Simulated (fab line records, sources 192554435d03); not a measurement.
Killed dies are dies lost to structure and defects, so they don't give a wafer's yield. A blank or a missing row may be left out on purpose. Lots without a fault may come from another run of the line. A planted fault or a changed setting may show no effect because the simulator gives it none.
Chamber matching | flow n5_finfet | N5_BEOL_M7_DEP_56 on pecvd-04: 3 sister chambers
The step deposits SiCN from 3MS/NH3, target thk 10 nm, time 17.5 s. 16 wafers are shown with their chamber, then 8 later ones without.

WAFERS WITH THEIR CHAMBER
wafer  | chamber | showerhead_plenum_p_Torr (Torr) | throttle_valve_pct (%) | showerhead_vpp_V (V)
L077.1 | 2       | 3.672                           | 9.1                    | 855
L077.5 | 0       | 3.631                           | 10.3                   | 891
L077.6 | 2       | 3.672                           | 8.7                    | 859
L079.3 | 0       | 3.644                           | 9.8                    | 898
L079.4 | 2       | 3.675                           | 8.9                    | 859
L079.6 | 0       | 3.637                           | 10.1                   | 898
L081.2 | 0       | 3.644                           | 10.2                   | 892
L081.4 | 1       | 3.689                           | 9.4                    | 904
L081.5 | 0       | 3.642                           | 10.1                   | 886
L082.1 | 2       | 3.672                           | 9.1                    | 886
L082.2 | 0       | 3.643                           | 10.3                   | 883
L082.5 | 0       | 3.633                           | 10.0                   | 890
L084.2 | 1       | 3.678                           | 9.3                    | 884
L084.4 | 1       | 3.685                           | 9.4                    | 885
L084.6 | 2       | 3.676                           | 8.9                    | 866
L089.1 | 1       | 3.676                           | 9.3                    | 885

SIGNATURES (means of the wafers above)
reading                  | chamber 0 | chamber 1 | chamber 2 | scatter within a chamber
showerhead_plenum_p_Torr | 3.63914   | 3.68200   | 3.67340   | 0.00484
throttle_valve_pct       | 10.114    | 9.350     | 8.940     | 0.155
showerhead_vpp_V         | 891.14    | 889.50    | 865.00    | 9.13
Rule: a wafer's distance from a chamber is the root of the sum, over the readings, of the square of ((its reading less the chamber's mean) divided by the reading's scatter). The wafer belongs to the nearest chamber; if the next one is less than 2 further off, it can't be placed. The scatter: the root of (the sum of the squares of (reading less its chamber's mean) over the shown wafers, divided by (wafers less chambers)).

WAFERS WITHOUT THEIR CHAMBER
wafer  | showerhead_plenum_p_Torr (Torr) | throttle_valve_pct (%) | showerhead_vpp_V (V)
L089.2 | 3.645                           | 9.9                    | 898
L089.3 | 3.669                           | 8.9                    | 868
L094.2 | 3.679                           | 9.4                    | 883
L094.3 | 3.642                           | 10.2                   | 906
L094.6 | 3.644                           | 10.3                   | 894
L097.1 | 3.683                           | 9.6                    | 891
L097.2 | 3.668                           | 9.0                    | 871
L097.3 | 3.645                           | 10.2                   | 908

WHICH CHAMBER EACH WENT THROUGH
wafer  | from the rows above | in truth
L089.2 | 0                   | 0
L089.3 | 2                   | 2
L094.2 | 1                   | 1
L094.3 | 0                   | 0
L094.6 | 0                   | 0
L097.1 | 1                   | 1
L097.2 | 2                   | 2
L097.3 | 0                   | 0
Placed correctly: 8 of 8. Can't be placed from these rows: 0. Placed wrongly: 0.
